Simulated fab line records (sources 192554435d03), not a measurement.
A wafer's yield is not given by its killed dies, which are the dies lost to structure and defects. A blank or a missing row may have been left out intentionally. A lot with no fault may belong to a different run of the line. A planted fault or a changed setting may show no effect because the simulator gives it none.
Chamber matching	flow n5-finfet	rie-diel-03 running N5_FIN_SAQP_SPACER1_ETCHBACK_25: 4 sister chambers
The step etches SiO2 in CHF3/O2, target depth 24.4 nm, time 12.2 s. 22 wafers are shown with their chamber, then 11 later ones without.

== WAFERS PAIRED WITH THEIR CHAMBERS ==
wafer	chamber	showerhead-plenum-p-Torr (Torr)	throttle-valve-pct (%)	oes-product-au (a.u.)
L074.1	0	2.49	19.10	0.71
L074.2	3	2.41	19.13	0.75
L074.3	1	2.33	18.39	0.80
L074.4	3	2.41	19.10	0.76
L074.5	0	2.49	19.10	0.71
L074.6	1	2.33	18.38	0.79
L075.1	1	2.33	18.41	0.81
L075.3	0	2.49	19.12	0.72
L075.6	3	2.41	19.11	0.76
L076.1	0	2.49	19.13	0.71
L076.3	3	2.41	19.11	0.77
L076.5	2	2.56	18.50	1.02
L077.1	2	2.56	18.48	1.00
L077.2	0	2.49	19.13	0.71
L077.3	3	2.41	19.13	0.76
L077.4	1	2.33	18.41	0.79
L077.5	2	2.56	18.50	1.01
L077.6	1	2.33	18.40	0.79
L082.1	0	2.49	19.13	0.70
L082.2	1	2.32	18.41	0.77
L082.3	3	2.40	19.15	0.75
L082.4	2	2.56	18.52	0.96

SIGNATURES, as means of the wafers listed above
reading	chamber 0	chamber 1	chamber 2	chamber 3	scatter within a chamber
showerhead-plenum-p-Torr	2.4900	2.3283	2.5600	2.4083	0.00304
throttle-valve-pct	19.1183	18.4000	18.5000	19.1217	0.0156
oes-product-au	0.7100	0.7917	0.9975	0.7583	0.0138
Rule: for a wafer and a chamber, the distance is found by dividing, reading by reading, the gap between the wafer's reading and the chamber's mean by the reading's scatter, squaring, summing and taking the root. If the next closest chamber is less than 2 further off than the closest, the wafer can't be placed; otherwise it belongs to the closest. The scatter: the root of (the sum of the squares of (reading less its chamber's mean) over the shown wafers, divided by (wafers less chambers)).

== WAFERS WITH NO CHAMBER GIVEN ==
wafer	showerhead-plenum-p-Torr (Torr)	throttle-valve-pct (%)	oes-product-au (a.u.)
L082.5	2.40	19.16	0.75
L082.6	2.49	19.14	0.71
L093.1	2.31	18.45	0.76
L093.2	2.40	19.17	0.73
L093.3	2.55	18.57	0.91
L093.4	2.48	19.16	0.69
L093.5	2.48	19.16	0.69
L093.6	2.40	19.16	0.74
L096.3	2.31	18.46	0.75
L096.4	2.55	18.56	0.89
L096.6	2.31	18.47	0.75

== THE CHAMBER EACH PASSED THROUGH ==
wafer	from the rows above	in truth
L082.5	3	3
L082.6	0	0
L093.1	1	1
L093.2	3	3
L093.3	2	2
L093.4	0	0
L093.5	0	0
L093.6	3	3
L096.3	1	1
L096.4	2	2
L096.6	1	1
11 of 11 placed correctly. From these rows, 0 cannot be placed. Placed wrongly: 0.
